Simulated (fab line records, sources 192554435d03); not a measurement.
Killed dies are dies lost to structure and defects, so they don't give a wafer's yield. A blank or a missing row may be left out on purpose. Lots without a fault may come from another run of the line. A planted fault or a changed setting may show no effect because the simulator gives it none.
A struck lot beside a sound one | flow n5_finfet | 39 steps out of a route of 1938
Sound: wafers L825.4, L825.5, L825.6. Struck: wafer L826.3. (L826.2, L826.4 of the same lot were not struck and are left out.) The cause comes at the end.
At each step with rows: each side's tool, then ch and its chambers, then its first start. Under that, the readings that differ: sound wafers | struck wafers | difference of the means | sigmas: that difference in standard deviations of wafers without a fault.
alike: readings whose means differ by less than 2 such deviations, and words and numbers that are the same on both sides. not compared: withheld readings, readings that some wafer has no value for, bounds like >300 that may hide the same value, and numbers for which the record gives no deviation and whose values overlap.
The two part at a step that has a row with sigmas, a row that says differs or no value, or rows on one side only. Numbers that don't overlap but have no deviation are shown without sigmas and don't part them. A reading that every wafer of one side lacks parts them only if that side has two wafers or more.

first, 12 steps without rows for these wafers: N5_BEOL_M1_ANNEAL_87 (time 240 s); N5_BEOL_M1_SPUTTER_88 (material Cu, target thk 4.5 nm, time 8.29 s); N5_BEOL_M1_ANNEAL_89 (time 240 s); N5_BEOL_M1_SPUTTER_90 (material Cu, target thk 4.5 nm, time 8.29 s); N5_BEOL_M1_ANNEAL_91 (time 240 s); N5_BEOL_M1_SPUTTER_92 (material Cu, target thk 4.5 nm, time 8.29 s); N5_BEOL_M1_ANNEAL_93 (time 240 s); N5_BEOL_M1_SPUTTER_94 (material Cu, target thk 4.5 nm, time 8.29 s); N5_BEOL_M1_ANNEAL_95 (time 240 s); N5_BEOL_M1_SPUTTER_96 (material Cu, target thk 4.5 nm, time 8.29 s); N5_BEOL_M1_ECD_50 (material Cu, target thk 300 nm); N5_BEOL_M1_ANNEAL_51 (time 90 s).
N5_BEOL_M1_CMP_52: polishes, stops on SiOC, t overpolish 6.8 s, target thk 40 nm.
  sound on cmp-03 ch 0,1, day 10 10:43; struck on cmp-03 ch 2, day 10 14:47
  reading                      | sound             | struck | difference | sigmas
  barrier_field_endpoint_s (s) | 24.9 23.6 24.3    | 41.3   | +17.0      | +26
  overpolish_run_s (s)         | 6.798 6.806 6.801 | 0.044  | -6.758     | -99 or more
  time_to_endpoint_s (s)       | 68 60 64          | 80     | +16        | +5
  alike: motor_current_A, platen_rpm
  not compared: pad_life_wafers
N5_BEOL_M1_THK_MEAS_53: measures by xrf.
  sound on film_metro-01, day 10 10:58; struck on film_metro-02, day 10 15:05
  reading     | sound          | struck | difference | sigmas
  M1_THK (nm) | 40.8 42.5 40.9 | 138.8  | +97.4      | +61
then, 4 steps without rows for these wafers: N5_BEOL_M1_PRE_CLEAN_60 (time 15 s); N5_BEOL_M1_CO_CAP_55 (material Co, precursor CCTBA/H2, target thk 2 nm, time 102.1 s); N5_BEOL_M1_PRE_CLEAN_56 (time 15 s); N5_BEOL_M1_DEP_57 (deposits SiCN from 3MS/NH3, target thk 8 nm, time 14 s).
N5_BEOL_M1_INSPECT_59: inspects for defects (darkfield).
  sound on defect_inspect-01, day 10 11:16; struck on defect_inspect-02, day 10 15:24
  reading          | sound       | struck | difference | sigmas
  raw_defect_count | 143 144 104 | 1537   | +1407      | +61
then, 18 steps without rows for these wafers: N5_BEOL_M2_ILD_DEP_00 (deposits SiOC from DEMS/O2, target thk 79 nm, time 15.3 s); N5_BEOL_M2_PECVD_72 (deposits SiO2 from TEOS/O2, target thk 16 nm, time 18 s); N5_BEOL_M2_HM_DEP_02 (deposits TiN, target thk 20 nm); N5_BEOL_M2_COAT_61 (time 60 s, resist thk 60 nm); N5_BEOL_M2_COAT_62 (time 60 s, resist thk 12 nm); N5_BEOL_M2_COAT_73 (time 60 s, resist thk 5 nm); N5_BEOL_M2_COAT_05 (resist thk 30 nm); N5_BEOL_M2_EBR_07; N5_BEOL_M2_SOFTBAKE_06 (time 60 s); N5_BEOL_M2_EXPOSE_08 (exposes mask M2); N5_BEOL_M2_PEB_09 (peb time 60 s); N5_BEOL_M2_DEVELOP_10 (develop time 30 s); N5_BEOL_M2_DESCUM_16 (chemistry O2, time 7 s); N5_BEOL_M2_ETCH_74 (etches underlayer in N2/H2, target depth 6.5 nm, time 5.2 s); N5_BEOL_M2_ETCH_63 (etches SiARC in CF4, target depth 15.6 nm, time 26 s); N5_BEOL_M2_ETCH_64 (etches SOC in N2/H2, target depth 75 nm, overetch 22.5 nm, time 121.9 s); N5_BEOL_M2_STRIP_65 (strips in N2/H2); N5_BEOL_M2_STRIP_75 (strips in N2/H2).
N5_BEOL_M4_RC_MEAS_101:
  the record has rows for the sound wafers here (prober-01 ch 0, day 15 17:32) and none for the struck ones
-- the record jumps here: 10 days lie between the struck wafers' starts before and after (it left off in module BEOL_M4 and takes up again in module PASSIVATION, whose first step shown is number 1936 of the route) --
N5_PASSIVATION_PROBE_49:
  sound on prober-01, day 20 07:22; struck on prober-02, day 20 18:47
  reading                  | sound          | struck | difference | sigmas
  defect_limited_yield (%) | 90.3 89.8 88.0 | 0      | -89        | -60
  killed_at_M0_to_M3       | 44 52 49       | 1110   | +1062      | +97
  killed_dies              | 114 120 142    | 1180   | +1055      | +59
  killed_on_rim            | 14 20 18       | 152    | +135       | +37
  sort_n_pass              | 1066 1060 1038 | 0      | -1055      | -59
  sort_yield_pct (%)       | 90.3 89.8 88.0 | 0      | -89        | -60
  alike: killed_at_M4_up, killed_at_contacts, killed_at_front_end, killed_at_other, killed_open, killed_short, sort_bin_5_function, sort_bin_6_memory

WHERE THEY PART
First at N5_BEOL_M1_CMP_52; last, within this record, at N5_PASSIVATION_PROBE_49.

WHY: what the simulator had put in
Process parameter drift: cmp-03, from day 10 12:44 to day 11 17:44, at N5_BEOL_M1_CMP_52. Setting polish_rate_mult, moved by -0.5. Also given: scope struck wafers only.
